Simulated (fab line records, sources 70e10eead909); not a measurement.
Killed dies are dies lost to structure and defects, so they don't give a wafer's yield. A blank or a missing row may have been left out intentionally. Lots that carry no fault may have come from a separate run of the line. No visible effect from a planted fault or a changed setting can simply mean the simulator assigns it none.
fab line records -- flow nand_harc -- part 1 of 2: steps 1 to 27 of 35
[record] lots = 5, wafers = 15, last_day = 21
route steps=1159 shown A_STAIRCASE@734 A_SGD_CUT@747
lots with no fault: from the same line, run without faults
start_h: hours from the record's opening day to when the first of the lot's shown wafers began -- wait_h: hours from the lot's prior step to this one -- " repeats the value in the row above -- L1.1+2: a single row standing in for several wafers -- - no value, or no start was given -- * or withheld: withheld -- < > ~ a bound
route shown NAME@n: NAME is a module with steps in the file, n the number in the route of the first one -- usual: mean/standard deviation taken from wafers without a fault -- same: alike in all rows -- chamber/n: place in a boat -- sites: readings site by site -- _std_site: standard deviation across them -- _edge_site: the outer-site mean with the inner-site mean subtracted -- radius_mm: for every site, how far away it sits from the centre of the wafer -- mask NAME#n: copy n -- behind: the tool/chamber that last shaped the wafer -- hold: the reason the lot was held/the length of the hold in hours/how it ended -- device: the transistor (n, p or np) that didn't switch -- end of line: tests of these same wafers at the route's end -- for a step that has no rows: nothing shown but its recipe -- killed: the dies lost at the first sort to structure and to defects; this is not the yield of the wafer -- map: a wafer's dies, x killed, . not, _ none there
set.NAME: the setting the step ran with; set.NAME@STEP: the setting that earlier step ran with -- model.NAME: the simulator's own value behind a step, which no gauge read
lots seen at some steps along the route; tables by step, rows by wafer
services: the hour from which a tool's chamber was out of use, counted from the record's first day as start_h (under 0 if before that day), plus the number of hours and why
[[steps]]
[step NHARC_A_STAIRCASE_CMP_152]
[usual] motor_current_A = 12.2/1.1
lot.wafer,tool,chamber,start_h,wait_h,motor_current_A
L077.3,cmp-02,3,318.20,0.1,10.4
L077.2,cmp-02,0,318.20,0.1,12.0
L077.1,cmp-02,2,318.20,0.1,11.9
L078.3,cmp-03,3,326.34,0.1,12.7
L078.1,cmp-03,1,326.34,0.1,13.7
L078.5,cmp-03,3,326.34,0.1,12.0
L081.3,cmp-02,3,347.86,0.1,10.0
L081.2,cmp-02,2,347.86,0.1,12.1
L081.6,cmp-02,3,347.86,0.1,10.5
L082.3,cmp-02,3,352.11,0.1,10.5
L082.2,cmp-02,1,352.11,0.1,12.1
L082.4,cmp-02,2,352.11,0.1,11.6
L084.2,cmp-02,3,366.52,0.1,10.2
L084.3,cmp-02,0,366.52,0.1,12.6
L084.6,cmp-02,2,366.52,0.1,11.9
[step NHARC_A_STAIRCASE_SRD_154]
lot.wafer,tool,chamber,start_h,wait_h
L077.3+2+1,wet_bench-01,"3,5,6",318.49,0.0
L078.3+5+1,wet_bench-01,"2,3,4",326.62,0.0
L081.3+2+6,wet_bench-01,"1,4,5",348.16,0.0
L082.4+3+2,wet_bench-06,"7,0,2",352.41,0.0
L084.6+2+3,wet_bench-02,"3,4,7",366.80,0.0
[step NHARC_A_STAIRCASE_ETCH_403]
[recipe] target_depth_a = 1082, chemistry = dHF, material = SiO2
lot.wafer,tool,chamber,start_h,wait_h
L077.3+2+1,wet_bench-01,"3,5,6",318.52,0.0
L078.3+5+1,wet_bench-01,"2,3,4",326.65,0.0
L081.3+2+6,wet_bench-01,"1,4,5",348.19,0.0
L082.4+3+2,wet_bench-06,"7,0,2",352.44,0.0
L084.6+2+3,wet_bench-02,"3,4,7",366.83,0.0
[step NHARC_A_STAIRCASE_ETCHBACK_422]
[recipe] target_depth_a = 400, over_etch_frac = 0.3, time_s = 74.286, ion_energy_ev = 120, ch3f_flow_sccm = 50, o2_flow_sccm = 30, ar_flow_sccm = 200, rf_w = 500, bias_w = 100, chemistry = CH3F/O2
[usual] ch3f_flow_sccm = 49.98/0.15, drypump_motor_current_A = 5.9/0.52, oes_product_au = 0.97/0.035, rf_vpp_V = 244.2/1.4, showerhead_plenum_p_Torr = 2.45/0.081, throttle_valve_pct = 20.664/0.0087
[same] time_s = 74.286
lot.wafer,tool,chamber,start_h,wait_h,ch3f_flow_sccm,drypump_motor_current_A,oes_product_au,rf_hours_counter_h,rf_vpp_V,showerhead_plenum_p_Torr,throttle_valve_pct
L077.2,rie_diel-07,3,318.67,0.1,50.02,6.4,0.99,30,245.9,2.50,20.672
L077.3,rie_diel-07,1,318.67,0.1,49.80,5.7,0.99,35,243.3,2.31,20.667
L077.1,rie_diel-07,2,318.67,0.1,49.98,5.8,0.98,31,246.2,2.56,20.675
L078.3,rie_diel-09,3,326.79,0.1,49.73,6.3,0.92,25,246.5,2.49,20.671
L078.1,rie_diel-09,1,326.79,0.1,49.89,5.7,0.92,21,244.2,2.50,20.653
L078.5,rie_diel-09,0,326.79,0.1,49.97,4.8,0.93,-,244.1,2.44,20.650
L081.2,rie_diel-09,1,348.37,0.2,50.22,5.7,0.93,29,243.6,2.49,20.660
L081.3,rie_diel-09,2,348.37,0.2,49.99,6.2,0.92,27,245.8,2.50,20.668
L081.6,rie_diel-09,3,348.37,0.2,49.89,6.3,0.93,-,245.3,2.49,20.663
L082.2,rie_diel-09,3,352.59,0.1,50.05,6.3,1.00,34,244.8,2.49,20.659
L082.3,rie_diel-09,0,352.59,0.1,50.20,4.8,1.00,35,243.5,2.44,20.658
L082.4,rie_diel-09,2,352.59,0.1,50.21,6.2,0.99,30,244.5,2.50,20.684
L084.3,rie_diel-09,0,367.08,0.2,49.95,4.8,1.01,41,244.4,2.44,20.657
L084.2,rie_diel-09,1,367.08,0.2,49.94,5.8,0.99,37,246.0,2.49,20.657
L084.6,rie_diel-09,0,367.08,0.2,50.05,4.8,0.99,-,244.9,2.44,20.650
[step NHARC_A_STAIRCASE_ETCH_423]
[recipe] target_depth_a = 300, chemistry = dHF, material = SiO2
lot.wafer,tool,chamber,start_h,wait_h
L077.3+1+2,wet_bench-06,"2,5,6",318.83,0.1
L078.5+1+3,wet_bench-02,"7,0,2",326.95,0.1
L081.6+3+2,wet_bench-02,"6,7,2",348.54,0.1
L082.2+4+3,wet_bench-06,"7,3,4",352.75,0.2
L084.6+3+2,wet_bench-02,"3,5,6",367.25,0.1
[step NHARC_A_STAIRCASE_ETCHBACK_157]
[recipe] target_depth_a = 900, over_etch_frac = 0.3, time_s = 167.14, ion_energy_ev = 120, ch3f_flow_sccm = 50, o2_flow_sccm = 30, ar_flow_sccm = 200, rf_w = 500, bias_w = 100, chemistry = CH3F/O2
[usual] ch3f_flow_sccm = 49.99/0.14, drypump_motor_current_A = 5.9/0.49, oes_product_au = 0.97/0.034, rf_vpp_V = 244.3/1.3, showerhead_plenum_p_Torr = 2.46/0.082, throttle_valve_pct = 20.664/0.0097
[same] time_s = 167.14
lot.wafer,tool,chamber,start_h,wait_h,ch3f_flow_sccm,drypump_motor_current_A,oes_product_au,rf_hours_counter_h,rf_vpp_V,showerhead_plenum_p_Torr,throttle_valve_pct
L077.3,rie_diel-07,2,319.03,0.2,49.98,5.7,0.99,31,245.3,2.56,20.646
L077.2,rie_diel-07,3,319.03,0.2,50.14,6.4,0.99,30,245.4,2.50,20.679
L077.1,rie_diel-07,0,319.03,0.2,50.17,6.5,0.98,34,242.4,2.36,20.670
L078.3,rie_diel-07,3,327.18,0.2,49.99,6.4,0.99,34,245.3,2.50,20.667
L078.1,rie_diel-07,0,327.18,0.2,49.94,6.5,1.00,38,245.0,2.35,20.660
L078.5,rie_diel-07,1,327.18,0.2,49.97,5.7,0.99,-,243.1,2.31,20.677
L081.2,rie_diel-09,2,348.80,0.1,50.10,6.2,0.96,27,244.6,2.50,20.670
L081.3,rie_diel-09,0,348.80,0.1,50.17,4.8,0.96,33,243.2,2.44,20.643
L081.6,rie_diel-09,2,348.80,0.1,49.90,6.2,0.96,-,245.3,2.50,20.657
L082.4,rie_diel-09,3,352.96,0.1,49.93,6.3,1.00,34,243.9,2.49,20.673
L082.2,rie_diel-09,0,352.96,0.1,50.18,4.8,1.01,35,244.3,2.44,20.660
L082.3,rie_diel-09,1,352.96,0.1,50.09,5.7,1.00,31,243.8,2.49,20.674
L084.2,rie_diel-07,3,367.46,0.2,49.84,6.3,0.92,50,244.3,2.50,20.653
L084.3,rie_diel-07,1,367.46,0.2,50.16,5.8,0.94,54,241.2,2.30,20.658
L084.6,rie_diel-07,2,367.46,0.2,49.86,5.7,0.94,-,246.7,2.55,20.656
[step NHARC_A_STAIRCASE_STRIP_475]
[recipe] time_s = 20, o2_flow_sccm = 500, ar_flow_sccm = 0, bias_w = 0, chemistry = O2
[usual] drypump_motor_current_A = 5.9/0.49, oes_product_au = 1.001/0.0087, rf_vpp_V = 57.7/0.88, showerhead_plenum_p_Torr = 3.52/0.12, throttle_valve_pct = 17.037/0.011
[same] time_s = 20
lot.wafer,tool,chamber,start_h,wait_h,drypump_motor_current_A,oes_product_au,rf_hours_counter_h,rf_vpp_V,showerhead_plenum_p_Torr,throttle_valve_pct
L077.3,rie_diel-07,0,-,-,6.6,1.006,34,58.2,3.39,17.057
L077.1,rie_diel-07,2,-,-,5.8,1.000,31,58.7,3.66,17.030
L077.2,rie_diel-07,3,-,-,6.4,1.006,30,58.7,3.59,17.039
L078.3,rie_diel-07,1,-,-,5.8,1.025,38,58.0,3.32,17.060
L078.1,rie_diel-07,2,-,-,5.8,1.007,35,57.5,3.66,17.032
L078.5,rie_diel-07,1,-,-,5.7,1.018,-,55.8,3.32,17.048
L081.3,rie_diel-09,0,-,-,4.8,1.006,33,57.4,3.50,17.044
L081.2,rie_diel-09,2,-,-,6.2,1.007,27,59.9,3.59,17.020
L081.6,rie_diel-09,0,-,-,4.8,1.011,-,57.0,3.50,17.024
L082.3,rie_diel-09,1,-,-,5.7,0.994,31,57.7,3.57,17.017
L082.4,rie_diel-09,2,-,-,6.2,0.999,30,57.8,3.59,17.029
L082.2,rie_diel-09,3,-,-,6.3,0.989,34,57.8,3.57,17.036
L084.3,rie_diel-07,1,-,-,5.7,1.007,54,57.0,3.32,17.050
L084.2,rie_diel-07,2,-,-,5.7,1.010,43,58.3,3.66,17.039
L084.6,rie_diel-07,1,-,-,5.8,0.999,-,58.3,3.32,17.028
[step NHARC_A_STAIRCASE_DEP_471]
[recipe] target_thk_a = 1000, temp_c = 400, pressure_torr = 6.5, rf_w = 900, teos_flow_sccm = 161.4, flow_sccm = 2650, target_thk_nm = 100, gas = O2, material = SiO2
[usual] heater_power_w = 570/79, throttle_valve_pct = 16.1/0.77
lot.wafer,tool,chamber,start_h,wait_h,heater_power_w,throttle_valve_pct
L077.1,pecvd-01,1,319.31,-,593,16.2
L077.3,pecvd-01,2,319.31,-,647,15.2
L077.2,pecvd-01,0,319.31,-,498,14.5
L078.3,pecvd-01,0,327.52,-,569,14.9
L078.1,pecvd-01,2,327.52,-,604,15.1
L078.5,pecvd-01,1,327.52,-,696,16.1
L081.2,pecvd-04,1,349.19,-,441,16.3
L081.3,pecvd-04,2,349.19,-,526,17.0
L081.6,pecvd-04,2,349.19,-,546,16.9
L082.2,pecvd-04,2,353.24,-,480,17.3
L082.3,pecvd-04,0,353.24,-,510,16.0
L082.4,pecvd-04,0,353.24,-,518,16.2
L084.3,pecvd-03,1,367.74,-,579,16.1
L084.2,pecvd-03,0,367.74,-,598,17.0
L084.6,pecvd-03,1,367.74,-,588,15.7
[step NHARC_A_STAIRCASE_CMP_472]
[recipe] material = SiO2
[usual] motor_current_A = 12.3/0.97
lot.wafer,tool,chamber,start_h,wait_h,motor_current_A
L077.1,cmp-03,3,319.59,0.2,12.5
L077.3,cmp-03,1,319.59,0.2,12.8
L077.2,cmp-03,2,319.59,0.2,13.3
L078.1,cmp-01,1,327.82,0.2,13.4
L078.3,cmp-01,2,327.82,0.2,12.8
L078.5,cmp-01,1,327.82,0.2,13.2
L081.3,cmp-03,3,349.51,0.3,13.0
L081.2,cmp-03,0,349.51,0.3,12.1
L081.6,cmp-03,2,349.51,0.3,12.3
L082.2,cmp-03,1,353.51,0.2,13.8
L082.4,cmp-03,3,353.51,0.2,11.9
L082.3,cmp-03,0,353.51,0.2,12.1
L084.3,cmp-01,2,368.01,0.2,12.5
L084.2,cmp-01,0,368.01,0.2,9.6
L084.6,cmp-01,2,368.01,0.2,12.8
[step NHARC_A_STAIRCASE_SRD_474]
lot.wafer,tool,chamber,start_h,wait_h
L077.3+1+2,wet_bench-06,"7,0,1",319.86,0.0
L078.3+1+5,wet_bench-06,"0,1,3",328.05,0.0
L081.6+2+3,wet_bench-02,"3,4,7",349.72,0.0
L082.4+2+3,wet_bench-01,"3,4,5",353.78,0.0
L084.2+6+3,wet_bench-02,"7,1,3",368.28,0.0
[step NHARC_A_STAIRCASE_INSPECT_155]
[usual] raw_defect_count = 358/130
lot.wafer,tool,chamber,start_h,wait_h,raw_defect_count
L077.1,defect_inspect-02,-,319.93,0.1,226
L077.2,defect_inspect-02,-,319.93,0.1,289
L077.3,defect_inspect-02,-,319.93,0.1,401
L078.1,defect_inspect-01,-,328.14,0.1,292
L078.3,defect_inspect-01,-,328.14,0.1,395
L078.5,defect_inspect-01,-,328.14,0.1,444
L081.2,defect_inspect-01,-,349.83,0.1,261
L081.3,defect_inspect-01,-,349.83,0.1,426
L081.6,defect_inspect-01,-,349.83,0.1,256
L082.2,defect_inspect-01,-,353.85,0.1,282
L082.3,defect_inspect-01,-,353.85,0.1,625
L082.4,defect_inspect-01,-,353.85,0.1,384
L084.2,defect_inspect-01,-,368.35,0.1,377
L084.3,defect_inspect-01,-,368.35,0.1,418
L084.6,defect_inspect-01,-,368.35,0.1,300
[step NHARC_A_SGD_CUT_DEP_00]
[recipe] target_thk_a = 500, temp_c = 400, target_thk_nm = 50, flow_sccm = 200, rf_w = 450, material = SiNx
[usual] heater_power_w = 691/88
lot.wafer,tool,chamber,start_h,wait_h,heater_power_w
L077.2,pecvd-03,1,320.00,0.1,814
L077.3,pecvd-03,2,320.00,0.1,873
L077.1,pecvd-03,0,320.00,0.1,733
L078.1,pecvd-02,0,328.23,0.1,695
L078.3,pecvd-02,1,328.23,0.1,632
L078.5,pecvd-02,2,328.23,0.1,595
L081.2,pecvd-02,1,349.93,0.1,691
L081.3,pecvd-02,2,349.93,0.1,637
L081.6,pecvd-02,0,349.93,0.1,631
L082.3,pecvd-02,0,353.92,0.1,669
L082.2,pecvd-02,2,353.92,0.1,626
L082.4,pecvd-02,2,353.92,0.1,648
L084.3,pecvd-02,2,368.42,0.1,631
L084.2,pecvd-02,0,368.42,0.1,686
L084.6,pecvd-02,1,368.42,0.1,711
[step NHARC_A_SGD_CUT_DEHYDRATE_01]
[recipe] temp_c = 150, time_s = 120
[same] time_s = 120
lot.wafer,tool,chamber,start_h,wait_h
L077.1+2+3,litho_track-01,0,320.26,0.2
L078.1+3+5,litho_track-04,0,328.47,0.2
L081.2+3+6,litho_track-06,0,350.17,0.2
L082.2+3+4,litho_track-01,0,354.19,0.2
L084.2+3+6,litho_track-04,0,368.69,0.2
[step NHARC_A_SGD_CUT_HMDS_02]
[recipe] time_s = 30
[same] time_s = 30
lot.wafer,tool,chamber,start_h,wait_h
L077.1+2+3,litho_track-01,0,-,-
L078.1+3+5,litho_track-04,0,-,-
L081.2+3+6,litho_track-06,0,-,-
L082.2+3+4,litho_track-01,0,-,-
L084.2+3+6,litho_track-04,0,-,-
[step NHARC_A_SGD_CUT_COAT_56]
[recipe] temp_c = 260, time_s = 75
[same] time_s = 75
lot.wafer,tool,chamber,start_h,wait_h
L077.1+2+3,litho_track-01,0,-,-
L078.1+3+5,litho_track-04,0,-,-
L081.2+3+6,litho_track-06,0,-,-
L082.2+3+4,litho_track-01,0,-,-
L084.2+3+6,litho_track-04,0,-,-
[step NHARC_A_SGD_CUT_COAT_57]
[recipe] temp_c = 225, time_s = 65
[same] time_s = 65
lot.wafer,tool,chamber,start_h,wait_h
L077.1+2+3,litho_track-01,0,-,-
L078.1+3+5,litho_track-04,0,-,-
L081.2+3+6,litho_track-06,0,-,-
L082.2+3+4,litho_track-01,0,-,-
L084.2+3+6,litho_track-04,0,-,-
[step NHARC_A_SGD_CUT_COAT_03]
[recipe] spin_rpm = 1500, resist_thk_nm = 90
lot.wafer,tool,chamber,start_h,wait_h
L077.1+2+3,litho_track-01,0,-,-
L078.1+3+5,litho_track-04,0,-,-
L081.2+3+6,litho_track-06,0,-,-
L082.2+3+4,litho_track-01,0,-,-
L084.2+3+6,litho_track-04,0,-,-
[step NHARC_A_SGD_CUT_SOFTBAKE_04]
[recipe] temp_c = 105, time_s = 55
[same] time_s = 55
lot.wafer,tool,chamber,start_h,wait_h
L077.1+2+3,litho_track-01,0,-,-
L078.1+3+5,litho_track-04,0,-,-
L081.2+3+6,litho_track-06,0,-,-
L082.2+3+4,litho_track-01,0,-,-
L084.2+3+6,litho_track-04,0,-,-
[step NHARC_A_SGD_CUT_EBR_05]
lot.wafer,tool,chamber,start_h,wait_h
L077.1+2+3,litho_track-01,0,-,-
L078.1+3+5,litho_track-04,0,-,-
L081.2+3+6,litho_track-06,0,-,-
L082.2+3+4,litho_track-01,0,-,-
L084.2+3+6,litho_track-04,0,-,-
[step NHARC_A_SGD_CUT_EXPOSE_06]
[recipe] na = 1.35, dose_mj = 85.59, mask_id = SGD
lot.wafer,tool,chamber,start_h,wait_h,mask
L077.1+2+3,arfi_scanner-03,0,320.57,-,SGD#0
L078.1+3+5,arfi_scanner-01,0,328.78,-,SGD#0
L081.2+3+6,arfi_scanner-02,0,350.52,-,SGD#0
L082.2+3+4,arfi_scanner-02,0,354.38,-,SGD#0
L084.2+3+6,arfi_scanner-03,0,369.01,-,SGD#0
[step NHARC_A_SGD_CUT_PEB_07]
[recipe] peb_temp_c = 100, peb_time_s = 65
lot.wafer,tool,chamber,start_h,wait_h
L077.1+2+3,litho_track-06,0,320.64,0.1
L078.1+3+5,litho_track-06,0,328.84,0.1
L081.2+3+6,litho_track-01,0,350.58,0.1
L082.2+3+4,litho_track-04,0,354.43,0.1
L084.2+3+6,litho_track-04,0,369.06,0.1
[step NHARC_A_SGD_CUT_DEVELOP_08]
[recipe] develop_time_s = 35, dev_temp_c = 23
lot.wafer,tool,chamber,start_h,wait_h
L077.1+2+3,litho_track-06,0,-,-
L078.1+3+5,litho_track-06,0,-,-
L081.2+3+6,litho_track-01,0,-,-
L082.2+3+4,litho_track-04,0,-,-
L084.2+3+6,litho_track-04,0,-,-
[step NHARC_A_SGD_CUT_CD_MEAS_09]
[recipe] target_cd_nm = 100, landing_energy_ev = 500
[usual] cd_nm = 100.0/0.51
lot.wafer,tool,chamber,start_h,wait_h,cd_nm
L077.1,cd_sem-03,0,320.71,-,100.8
L077.2,cd_sem-03,0,320.71,-,100.2
L077.3,cd_sem-03,0,320.71,-,99.5
L078.1,cd_sem-01,0,328.93,-,99.4
L078.3,cd_sem-01,0,328.93,-,100.2
L078.5,cd_sem-01,0,328.93,-,100.8
L081.2,cd_sem-01,0,350.66,-,100.1
L081.3,cd_sem-01,0,350.66,-,100.2
L081.6,cd_sem-01,0,350.66,-,101.1
L082.2,cd_sem-01,0,354.51,-,99.4
L082.3,cd_sem-01,0,354.51,-,98.9
L082.4,cd_sem-01,0,354.51,-,99.7
L084.2,cd_sem-03,0,369.15,-,100.2
L084.3,cd_sem-03,0,369.15,-,100.5
L084.6,cd_sem-03,0,369.15,-,100.3
[step NHARC_A_SGD_CUT_OVL_MEAS_10]
[usual] overlay_x_nm = 0.0/0.85, overlay_y_nm = 0.3/1
lot.wafer,tool,chamber,start_h,wait_h,overlay_x_nm,overlay_y_nm
L077.1,overlay-02,-,320.80,-,0.3,0.7
L077.2,overlay-02,-,320.80,-,0.0,0.8
L077.3,overlay-02,-,320.80,-,0.5,0.8
L078.1,overlay-02,-,329.02,-,1.4,2.0
L078.3,overlay-02,-,329.02,-,0.4,1.4
L078.5,overlay-02,-,329.02,-,0.7,1.6
L081.2,overlay-02,-,350.75,-,1.8,1.1
L081.3,overlay-02,-,350.75,-,1.3,1.3
L081.6,overlay-02,-,350.75,-,1.2,0.4
L082.2,overlay-01,-,354.60,-,-0.9,2.3
L082.3,overlay-01,-,354.60,-,-0.8,2.7
L082.4,overlay-01,-,354.60,-,-1.0,2.4
L084.2,overlay-01,-,369.23,-,1.3,0.5
L084.3,overlay-01,-,369.23,-,1.2,0.2
L084.6,overlay-01,-,369.23,-,0.9,0.2
[step NHARC_A_SGD_CUT_INSPECT_11]
[usual] raw_defect_count = 16/9.1
lot.wafer,tool,chamber,start_h,wait_h,raw_defect_count
L077.1,defect_inspect-01,-,320.84,0.0,7
L077.2,defect_inspect-01,-,320.84,0.0,4
L077.3,defect_inspect-01,-,320.84,0.0,8
L078.1,defect_inspect-01,-,329.06,0.0,12
L078.3,defect_inspect-01,-,329.06,0.0,22
L078.5,defect_inspect-01,-,329.06,0.0,13
L081.2,defect_inspect-01,-,350.78,0.0,7
L081.3,defect_inspect-01,-,350.78,0.0,6
L081.6,defect_inspect-01,-,350.78,0.0,7
L082.2,defect_inspect-01,-,354.64,0.0,9
L082.3,defect_inspect-01,-,354.64,0.0,10
L082.4,defect_inspect-01,-,354.64,0.0,9
L084.2,defect_inspect-01,-,369.27,0.0,14
L084.3,defect_inspect-01,-,369.27,0.0,21
L084.6,defect_inspect-01,-,369.27,0.0,25
[step NHARC_A_SGD_CUT_DESCUM_14]
[recipe] time_s = 3, o2_flow_sccm = 200, ar_flow_sccm = 0, bias_power_w = 0, chemistry = O2
[usual] drypump_motor_current_A = 5.8/0.48, oes_product_au = 1.005/0.0097, rf_vpp_V = 57.6/0.95, showerhead_plenum_p_Torr = 1.89/0.093, throttle_valve_pct = 11.311/0.0082
[same] time_s = 3
lot.wafer,tool,chamber,start_h,wait_h,drypump_motor_current_A,oes_product_au,rf_hours_counter_h,rf_vpp_V,showerhead_plenum_p_Torr,throttle_valve_pct
L077.2,rie_diel-02,0,320.90,0.1,5.7,1.014,15,55.6,1.79,11.309
L077.1,rie_diel-02,1,320.90,0.1,5.8,0.998,14,58.7,1.99,11.325
L077.3,rie_diel-02,2,320.90,0.1,5.8,1.004,15,57.0,1.93,11.298
L078.3,rie_diel-12,0,329.12,0.1,6.7,1.005,14,56.3,1.81,11.306
L078.1,rie_diel-12,2,329.12,0.1,4.8,1.010,13,58.1,2.00,11.313
L078.5,rie_diel-12,3,329.12,0.1,5.4,1.005,-,57.0,1.79,11.320
L081.3,rie_diel-05,2,350.85,0.1,5.8,1.015,0,57.0,1.83,11.321
L081.2,rie_diel-05,0,350.85,0.1,5.5,1.006,0,57.6,2.02,11.326
L081.6,rie_diel-05,2,350.85,0.1,5.8,1.021,-,57.5,1.83,11.311
L082.2,rie_diel-05,3,354.71,0.1,6.5,0.999,0,56.6,1.79,11.318
L082.4,rie_diel-05,0,354.71,0.1,5.5,1.016,0,58.6,2.02,11.316
L082.3,rie_diel-05,1,354.71,0.1,5.6,1.005,0,57.2,1.88,11.307
L084.2,rie_diel-02,1,369.34,0.1,5.9,1.026,3,58.0,1.99,11.312
L084.3,rie_diel-02,3,369.34,0.1,5.7,1.015,3,59.3,2.00,11.307
L084.6,rie_diel-02,1,369.34,0.1,5.8,1.012,-,58.3,1.99,11.311
[step NHARC_A_SGD_CUT_ETCH_58]
[recipe] target_depth_a = 390, over_etch_frac = 0.3, time_s = 65, ion_energy_ev = 80, cf4_flow_sccm = 150, ar_flow_sccm = 0, rf_w = 300, bias_w = 100, chemistry = CF4
[usual] drypump_motor_current_A = 5.8/0.47, oes_product_au = 1.005/0.0094, rf_vpp_V = 151.0/1.4, showerhead_plenum_p_Torr = 1.75/0.077, throttle_valve_pct = 13.283/0.01
[same] time_s = 65
lot.wafer,tool,chamber,start_h,wait_h,drypump_motor_current_A,oes_product_au,rf_hours_counter_h,rf_vpp_V,showerhead_plenum_p_Torr,throttle_valve_pct
L077.3,rie_diel-02,2,320.99,0.1,5.8,0.997,15,150.4,1.78,13.276
L077.2,rie_diel-02,3,320.99,0.1,5.7,1.003,15,151.6,1.84,13.292
L077.1,rie_diel-02,1,320.99,0.1,5.9,0.998,14,152.5,1.84,13.300
L078.3,rie_diel-12,0,329.20,0.1,6.7,1.009,14,149.9,1.68,13.272
L078.1,rie_diel-12,2,329.20,0.1,4.8,1.015,13,151.3,1.84,13.288
L078.5,rie_diel-12,0,329.20,0.1,6.7,1.007,-,151.6,1.68,13.289
L081.3,rie_diel-05,3,350.93,0.1,6.4,0.997,0,151.2,1.66,13.260
L081.2,rie_diel-05,0,350.93,0.1,5.5,1.003,0,151.7,1.86,13.297
L081.6,rie_diel-05,3,350.93,0.1,6.4,1.011,-,150.4,1.66,13.266
L082.2,rie_diel-05,2,354.79,0.1,5.8,1.006,0,149.7,1.70,13.293
L082.3,rie_diel-05,3,354.79,0.1,6.4,1.001,1,151.3,1.66,13.287
L082.4,rie_diel-05,0,354.79,0.1,5.5,1.013,0,152.5,1.86,13.289
L084.2,rie_diel-02,1,369.42,0.1,5.9,1.022,3,151.3,1.84,13.280
L084.3,rie_diel-02,0,369.42,0.1,5.7,0.999,2,149.6,1.66,13.292
L084.6,rie_diel-02,1,369.42,0.1,5.9,1.018,-,151.6,1.84,13.255
